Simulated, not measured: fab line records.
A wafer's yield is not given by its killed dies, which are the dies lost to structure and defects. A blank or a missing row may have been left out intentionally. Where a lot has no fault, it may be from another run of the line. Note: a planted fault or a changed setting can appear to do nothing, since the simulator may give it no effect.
Which of the tools did it? | flow nandHarc | Sampling: 24 lots, 72 wafers, 6 of 1159 route steps

WHAT THE GAUGES SHOWED, per wafer
NHARC_A_SGD_CUT_INSPECT_11. Usual: rawDefectCount at 18, with a standard deviation of 8.7.
lot  | measured     | on               | rawDefectCount | flag
L074 | day 14 04:47 | defectInspect-02 | 19 14 13       | 
L075 | day 14 09:22 | defectInspect-01 | 12 6 5         | 
L076 | day 14 09:49 | defectInspect-02 | 7 7 9          | 
L078 | day 14 09:39 | defectInspect-02 | 18 25 18       | 
L077 | day 14 12:50 | defectInspect-02 | 8 6 6          | 
L079 | day 15 03:34 | defectInspect-02 | 35 28 15       | 
L080 | day 15 09:28 | defectInspect-01 | 25 22 22       | 
L081 | day 15 05:16 | defectInspect-02 | 19 13 8        | 
L082 | day 15 23:56 | defectInspect-01 | 14 14 11       | 
L084 | day 16 11:30 | defectInspect-02 | 11 7 17        | 
L083 | day 16 11:14 | defectInspect-01 | 27 26 17       | 
L086 | day 17 10:39 | defectInspect-02 | 12 9 13        | 
L088 | day 17 10:54 | defectInspect-01 | 25 28 25       | 
L087 | day 17 18:25 | defectInspect-01 | 15 21 17       | 
L085 | day 18 03:58 | defectInspect-01 | 30 30 26       | 
L091 | day 18 10:58 | defectInspect-01 | 10 12 12       | 
L089 | day 18 10:19 | defectInspect-02 | 22 23 30       | 
L092 | day 18 10:38 | defectInspect-02 | 32 35 31       | 
L090 | day 18 09:31 | defectInspect-02 | 32 28 29       | 
L093 | day 18 09:02 | defectInspect-02 | 17 15 11       | 
L095 | day 18 09:20 | defectInspect-02 | 11 12 8        | 
L094 | day 19 01:12 | defectInspect-02 | 36 28 33       | 
L096 | day 19 05:53 | defectInspect-02 | 16 16 10       | 
L097 | day 19 05:44 | defectInspect-02 | 23 18 23       | 

NHARC_A_SLIT_INSPECT_11. Usual: rawDefectCount at 22, with a standard deviation of 9.4.
lot  | measured     | on               | rawDefectCount | flag
L074 | day 14 14:09 | defectInspect-02 | 22 21 18       | 
L075 | day 14 20:02 | defectInspect-01 | 21 7 6         | 
L076 | day 14 21:10 | defectInspect-01 | 11 10 11       | 
L078 | day 14 19:06 | defectInspect-01 | 20 23 21       | 
L077 | day 15 00:02 | defectInspect-02 | 6 9 8          | 
L079 | day 15 16:14 | defectInspect-01 | 42 28 21       | 
L080 | day 15 22:44 | defectInspect-01 | 27 27 23       | 
L081 | day 15 17:34 | defectInspect-01 | 15 11 14       | 
L082 | day 16 11:10 | defectInspect-02 | 23 19 11       | 
L084 | day 16 23:22 | defectInspect-01 | 11 18 22       | 
L083 | day 16 21:40 | defectInspect-02 | 28 32 26       | 
L086 | day 17 21:21 | defectInspect-01 | 13 12 18       | 
L088 | day 17 21:23 | defectInspect-02 | 31 32 30       | 
L087 | day 18 07:01 | defectInspect-02 | 20 23 18       | 
L085 | day 18 15:50 | defectInspect-02 | 31 28 35       | 
L091 | day 18 22:20 | defectInspect-02 | 10 15 12       | 
L089 | day 18 23:56 | defectInspect-02 | 22 32 32       | 
L092 | day 19 00:05 | defectInspect-02 | 35 33 39       | 
L090 | day 18 22:06 | defectInspect-02 | 45 27 37       | 
L093 | day 18 22:08 | defectInspect-02 | 17 23 13       | 
L095 | day 18 22:11 | defectInspect-02 | 15 16 10       | 
L094 | day 19 11:01 | defectInspect-02 | 35 33 37       | 
L096 | day 19 18:04 | defectInspect-02 | 21 15 16       | 
L097 | day 19 17:56 | defectInspect-02 | 29 17 20       | 

EACH LOT AND THE TOOL THAT RAN IT (in order: tool; ch and the chambers of the sampled wafers; start)
lot  | NHARC_A_STAIRCASE_ETCH_253        | NHARC_A_STAIRCASE_ETCH_452                   | NHARC_A_STAIRCASE_ETCH_294                   | NHARC_A_STAIRCASE_CMP_152
L074 | rieDiel-05 ch 0,2,3, day 11 18:45 | rieDiel-04 ch 0,1,3, day 14 02:01 or earlier | rieDiel-04 ch 0,1, day 14 02:01 or earlier   | cmp-04 ch 0,3, day 14 02:01
L075 | rieDiel-05 ch 0,1,3, day 11 20:13 | rieDiel-05 ch 0,3, day 14 06:31 or earlier   | rieDiel-05 ch 0,3, day 14 06:31 or earlier   | cmp-04 ch 2,3, day 14 06:31
L076 | rieDiel-05 ch 2,3, day 12 02:13   | rieDiel-04 ch 0,3, day 14 06:53 or earlier   | rieDiel-04 ch 0,2,3, day 14 06:53 or earlier | cmp-03 ch 1,2, day 14 06:53
L078 | rieDiel-11 ch 0,1,2, day 12 04:07 | rieDiel-05 ch 1,2, day 14 06:50 or earlier   | rieDiel-05 ch 2,3, day 14 06:50 or earlier   | cmp-01 ch 0,1,2, day 14 06:50
L077 | rieDiel-05 ch 0,2,3, day 12 05:49 | rieDiel-05 ch 0,1,3, day 14 10:20 or earlier | rieDiel-05 ch 1,3, day 14 10:20 or earlier   | cmp-01 ch 1,3, day 14 10:20
L079 | rieDiel-04 ch 0,2, day 12 14:42   | rieDiel-11 ch 0,1,2, day 15 00:56 or earlier | rieDiel-11 ch 1,3, day 15 00:56 or earlier   | cmp-01 ch 0,2,3, day 15 00:56
L080 | rieDiel-04 ch 0,2,3, day 12 20:50 | rieDiel-11 ch 0,1,2, day 15 06:43 or earlier | rieDiel-11 ch 0,2,3, day 15 06:43 or earlier | cmp-04 ch 0,1,3, day 15 06:43
L081 | rieDiel-11 ch 1,2, day 12 21:26   | rieDiel-05 ch 0,1,2, day 15 02:28 or earlier | rieDiel-05 ch 1,2, day 15 02:28 or earlier   | cmp-01 ch 1,3, day 15 02:28
L082 | rieDiel-04 ch 0,2,3, day 13 10:11 | rieDiel-04 ch 1,2, day 15 21:01 or earlier   | rieDiel-04 ch 1,3, day 15 21:01 or earlier   | cmp-01 ch 1,2, day 15 21:01
L084 | rieDiel-11 ch 0,3, day 13 20:02   | rieDiel-04 ch 0,2, day 16 08:44 or earlier   | rieDiel-04 ch 0,3, day 16 08:44 or earlier   | cmp-04 ch 0,3, day 16 08:44
L083 | rieDiel-04 ch 1,2,3, day 14 02:33 | rieDiel-04 ch 0,1,3, day 16 08:22 or earlier | rieDiel-04 ch 0,2,3, day 16 08:22 or earlier | cmp-01 ch 0,2,3, day 16 08:22
L086 | rieDiel-11 ch 0,1,3, day 14 23:58 | rieDiel-04 ch 0,1,3, day 17 08:04 or earlier | rieDiel-04 ch 0,1,2, day 17 08:04 or earlier | cmp-01 ch 0,1,2, day 17 08:04
L088 | rieDiel-04 ch 0,2,3, day 15 01:11 | rieDiel-04 ch 0,2,3, day 17 08:13 or earlier | rieDiel-04 ch 0,1,3, day 17 08:13 or earlier | cmp-03 ch 0,1, day 17 08:13
L087 | rieDiel-04 ch 1,2, day 15 03:59   | rieDiel-04 ch 2,3, day 17 15:40 or earlier   | rieDiel-04 ch 1,2,3, day 17 15:40 or earlier | cmp-03 ch 1,2,3, day 17 15:40
L085 | rieDiel-04 ch 1,2,3, day 15 09:28 | rieDiel-11 ch 0,1,2, day 18 01:12 or earlier | rieDiel-11 ch 0,1,2, day 18 01:12 or earlier | cmp-01 ch 1,2, day 18 01:12
L091 | rieDiel-11 ch 0,2,3, day 15 11:26 | rieDiel-11 ch 2,3, day 18 08:09 or earlier   | rieDiel-11 ch 0,1, day 18 08:09 or earlier   | cmp-03 ch 1,2,3, day 18 08:09
L089 | rieDiel-04 ch 1,2,3, day 15 13:24 | rieDiel-04 ch 0,1, day 18 07:50 or earlier   | rieDiel-04 ch 0,1, day 18 07:50 or earlier   | cmp-01 ch 0,2, day 18 07:50
L092 | rieDiel-05 ch 2,3, day 15 19:56   | rieDiel-04 ch 0,3, day 18 07:53 or earlier   | rieDiel-04 ch 1,2, day 18 07:53 or earlier   | cmp-04 ch 1,3, day 18 07:53
L090 | rieDiel-04 ch 0,1,2, day 15 20:16 | rieDiel-11 ch 0,2, day 18 06:39 or earlier   | rieDiel-11 ch 0,1,3, day 18 06:39 or earlier | cmp-03 ch 0,1,3, day 18 06:39
L093 | rieDiel-05 ch 2,3, day 15 22:19   | rieDiel-04 ch 1,2,3, day 18 06:22 or earlier | rieDiel-04 ch 0,1,3, day 18 06:22 or earlier | cmp-03 ch 0,1,3, day 18 06:22
L095 | rieDiel-05 ch 0,2,3, day 16 04:55 | rieDiel-05 ch 0,2, day 18 06:25 or earlier   | rieDiel-05 ch 0,3, day 18 06:25 or earlier   | cmp-01 ch 1,3, day 18 06:25
L094 | rieDiel-04 ch 0,2,3, day 16 08:52 | rieDiel-04 ch 1,2,3, day 18 22:34 or earlier | rieDiel-04 ch 1,2, day 18 22:34 or earlier   | cmp-01 ch 1,2,3, day 18 22:34
L096 | rieDiel-04 ch 1,3, day 16 19:17   | rieDiel-11 ch 0,1,2, day 19 02:56 or earlier | rieDiel-11 ch 1,2,3, day 19 02:56 or earlier | cmp-04 ch 0,1, day 19 02:56
L097 | rieDiel-04 ch 0,2, day 17 04:14   | rieDiel-04 ch 0,3, day 19 02:50 or earlier   | rieDiel-04 ch 0,1,2, day 19 02:50 or earlier | cmp-03 ch 2,3, day 19 02:50
- NHARC_A_STAIRCASE_ETCH_253: etches the open film in C4F8/O2, target depth 50 nm, time 20.2 s.
- NHARC_A_STAIRCASE_ETCH_452: etches the open film in CF4/O2, target depth 30 nm, overetch 3 nm, time 16.5 s.
- NHARC_A_STAIRCASE_ETCH_294: etches the open film in C4F8/O2/Ar, target depth 4992 nm, time 1212.4 s.
- NHARC_A_STAIRCASE_CMP_152: polishes.

AS READ BY THE TOOLS THEMSELVES (means over the sampled wafers that have a number; for cases with no such wafer, the mark the record gives instead)
NHARC_A_STAIRCASE_ETCH_253. Usual: oesProductAu 0.958 a.u., standard deviation 0.017; rfVppV 896 V, standard deviation 3.6.
lot  | tool       | oesProductAu (a.u.) | rfVppV (V) | flag
L074 | rieDiel-05 | 0.956               | 895        | 
L075 | rieDiel-05 | 0.952               | 897        | 
L076 | rieDiel-05 | 0.958               | 892        | 
L078 | rieDiel-11 | 0.978               | 901        | 
L077 | rieDiel-05 | 0.974               | 893        | 
L079 | rieDiel-04 | 0.968               | 895        | 
L080 | rieDiel-04 | 0.964               | 896        | 
L081 | rieDiel-11 | 0.951               | 900        | 
L082 | rieDiel-04 | 0.968               | 896        | 
L084 | rieDiel-11 | 0.971               | 896        | 
L083 | rieDiel-04 | 0.970               | 895        | 
L086 | rieDiel-11 | 0.963               | 898        | 
L088 | rieDiel-04 | 0.982               | 895        | 
L087 | rieDiel-04 | 0.943               | 893        | 
L085 | rieDiel-04 | 0.933               | 894        | 
L091 | rieDiel-11 | 0.930               | 899        | 
L089 | rieDiel-04 | 0.941               | 894        | 
L092 | rieDiel-05 | 0.934               | 892        | 
L090 | rieDiel-04 | 0.960               | 895        | 
L093 | rieDiel-05 | 0.935               | 890        | 
L095 | rieDiel-05 | 0.948               | 893        | 
L094 | rieDiel-04 | 0.961               | 895        | 
L096 | rieDiel-04 | 0.975               | 894        | 
L097 | rieDiel-04 | 0.975               | 894        | 

NHARC_A_STAIRCASE_ETCH_452. Usual: value, then standard deviation, for each; drypumpMotorCurrentA 5.7 A / 0.38; o2FlowSccm 20.00 sccm / 0.055; oes_f_703_au 1.000 a.u. / 0.0045; oesProductAu 1.003 a.u. / 0.0078; rfVppV 197.8 V / 1.2; showerheadPlenumPTorr 1.34 Torr / 0.037; throttleValvePct 13.398 % / 0.0091.
lot  | tool       | drypumpMotorCurrentA (A) | o2FlowSccm (sccm) | oes_f_703_au (a.u.) | oesProductAu (a.u.) | rfVppV (V) | showerheadPlenumPTorr (Torr) | throttleValvePct (%) | flag
L074 | rieDiel-04 | 5.7                      | 19.97             | 1.002               | 0.991               | 198.6      | 1.35                         | 13.401               | 
L075 | rieDiel-05 | 6.0                      | 20.06             | 0.999               | 0.999               | 196.9      | 1.29                         | 13.407               | 
L076 | rieDiel-04 | 6.1                      | 20.02             | 1.002               | 1.005               | 198.2      | 1.36                         | 13.399               | 
L078 | rieDiel-05 | 5.7                      | 20.02             | 0.999               | 1.006               | 197.6      | 1.34                         | 13.397               | 
L077 | rieDiel-05 | 6.1                      | 19.95             | 0.999               | 1.008               | 197.5      | 1.33                         | 13.397               | 
L079 | rieDiel-11 | 5.6                      | 19.99             | 0.999               | 1.006               | 199.3      | 1.37                         | 13.404               | 
L080 | rieDiel-11 | 5.6                      | 20.01             | 0.998               | 1.010               | 198.3      | 1.37                         | 13.398               | 
L081 | rieDiel-05 | 5.8                      | 19.93             | 0.998               | 1.010               | 198.6      | 1.35                         | 13.397               | 
L082 | rieDiel-04 | 5.4                      | 19.99             | 0.991               | 0.995               | 197.3      | 1.31                         | 13.397               | 
L084 | rieDiel-04 | 5.7                      | 20.00             | 0.997               | 1.008               | 197.2      | 1.32                         | 13.393               | 
L083 | rieDiel-04 | 5.7                      | 19.98             | 1.000               | 0.992               | 197.2      | 1.34                         | 13.398               | 
L086 | rieDiel-04 | 5.7                      | 20.03             | 1.004               | 1.001               | 196.9      | 1.34                         | 13.398               | 
L088 | rieDiel-04 | 5.9                      | 19.95             | 0.998               | 1.012               | 197.4      | 1.33                         | 13.393               | 
L087 | rieDiel-04 | 5.9                      | 20.00             | 0.996               | 1.004               | 197.4      | 1.33                         | 13.395               | 
L085 | rieDiel-11 | 5.6                      | 20.01             | 1.001               | 1.004               | 198.1      | 1.37                         | 13.402               | 
L091 | rieDiel-11 | 5.9                      | 19.98             | 1.000               | 1.008               | 198.8      | 1.38                         | 13.407               | 
L089 | rieDiel-04 | 5.6                      | 19.99             | 0.997               | 1.003               | 197.4      | 1.34                         | 13.402               | 
L092 | rieDiel-04 | 6.1                      | 19.99             | 1.000               | 1.006               | 197.6      | 1.35                         | 13.393               | 
L090 | rieDiel-11 | 5.8                      | 19.98             | 1.002               | 1.000               | 199.7      | 1.39                         | 13.405               | 
L093 | rieDiel-04 | 5.6                      | 20.00             | 1.001               | 1.006               | 197.8      | 1.32                         | 13.394               | 
L095 | rieDiel-05 | 5.6                      | 19.97             | 1.006               | 1.003               | 197.7      | 1.32                         | 13.397               | 
L094 | rieDiel-04 | 5.6                      | 20.01             | 0.999               | 1.001               | 196.7      | 1.31                         | 13.395               | 
L096 | rieDiel-11 | 5.6                      | 20.02             | 1.000               | 1.001               | 198.4      | 1.37                         | 13.398               | 
L097 | rieDiel-04 | 6.1                      | 19.96             | 1.000               | 1.010               | 198.5      | 1.35                         | 13.388               | 

NHARC_A_STAIRCASE_ETCH_294. Usual: oesProductAu 0.937 a.u., standard deviation 0.01; rfVppV 1828 V, standard deviation 7.1.
lot  | tool       | oesProductAu (a.u.) | rfVppV (V) | flag
L074 | rieDiel-04 | 0.940               | 1831       | 
L075 | rieDiel-05 | 0.933               | 1818       | 
L076 | rieDiel-04 | 0.924               | 1828       | 
L078 | rieDiel-05 | 0.922               | 1821       | 
L077 | rieDiel-05 | 0.930               | 1828       | 
L079 | rieDiel-11 | 0.942               | 1832       | 
L080 | rieDiel-11 | 0.934               | 1834       | 
L081 | rieDiel-05 | 0.940               | 1828       | 
L082 | rieDiel-04 | 0.939               | 1826       | 
L084 | rieDiel-04 | 0.947               | 1830       | 
L083 | rieDiel-04 | 0.943               | 1828       | 
L086 | rieDiel-04 | 0.941               | 1826       | 
L088 | rieDiel-04 | 0.924               | 1829       | 
L087 | rieDiel-04 | 0.926               | 1824       | 
L085 | rieDiel-11 | 0.937               | 1833       | 
L091 | rieDiel-11 | 0.933               | 1830       | 
L089 | rieDiel-04 | 0.939               | 1829       | 
L092 | rieDiel-04 | 0.949               | 1821       | 
L090 | rieDiel-11 | 0.933               | 1831       | 
L093 | rieDiel-04 | 0.937               | 1827       | 
L095 | rieDiel-05 | 0.941               | 1817       | 
L094 | rieDiel-04 | 0.930               | 1821       | 
L096 | rieDiel-11 | 0.947               | 1836       | 
L097 | rieDiel-04 | 0.950               | 1824       | 

NHARC_A_STAIRCASE_CMP_152. Usual: motorCurrentA at 12.1 A, with a standard deviation of 1.2.
lot  | tool   | motorCurrentA (A) | flag
L074 | cmp-04 | 12.3              | 
L075 | cmp-04 | 12.6              | 
L076 | cmp-03 | 12.6              | 
L078 | cmp-01 | 11.4              | 
L077 | cmp-01 | 12.8              | 
L079 | cmp-01 | 11.1              | 
L080 | cmp-04 | 11.7              | 
L081 | cmp-01 | 12.4              | 
L082 | cmp-01 | 12.3              | 
L084 | cmp-04 | 12.3              | 
L083 | cmp-01 | 11.0              | 
L086 | cmp-01 | 11.9              | 
L088 | cmp-03 | 13.1              | 
L087 | cmp-03 | 12.9              | 
L085 | cmp-01 | 11.9              | 
L091 | cmp-03 | 13.0              | 
L089 | cmp-01 | 10.7              | 
L092 | cmp-04 | 12.3              | 
L090 | cmp-03 | 13.6              | 
L093 | cmp-03 | 13.7              | 
L095 | cmp-01 | 12.3              | 
L094 | cmp-01 | 11.7              | 
L096 | cmp-04 | 11.5              | 
L097 | cmp-03 | 12.7              | 

THE ANSWER, worked out from the rows above alone
Rule: take the mean of a lot's wafers that have a number; if it is more than 3 standard deviations from the usual mean, the lot is off. Also off: a lot with no number at a reading for which 4 or more lots have one. Any other lot the step has rows for is counted as sound. After the gauges, taken in route order, come the tools' own readings; for these a lot's mean is taken, as printed above. The first step at which some lot is off is used, and at that step the reading that is off furthest; a lot without a number counts as furthest.
Across all readings shown, no lot is off: no conclusion can be drawn from this.

WHAT HAD BEEN PUT IN BY THE SIMULATOR
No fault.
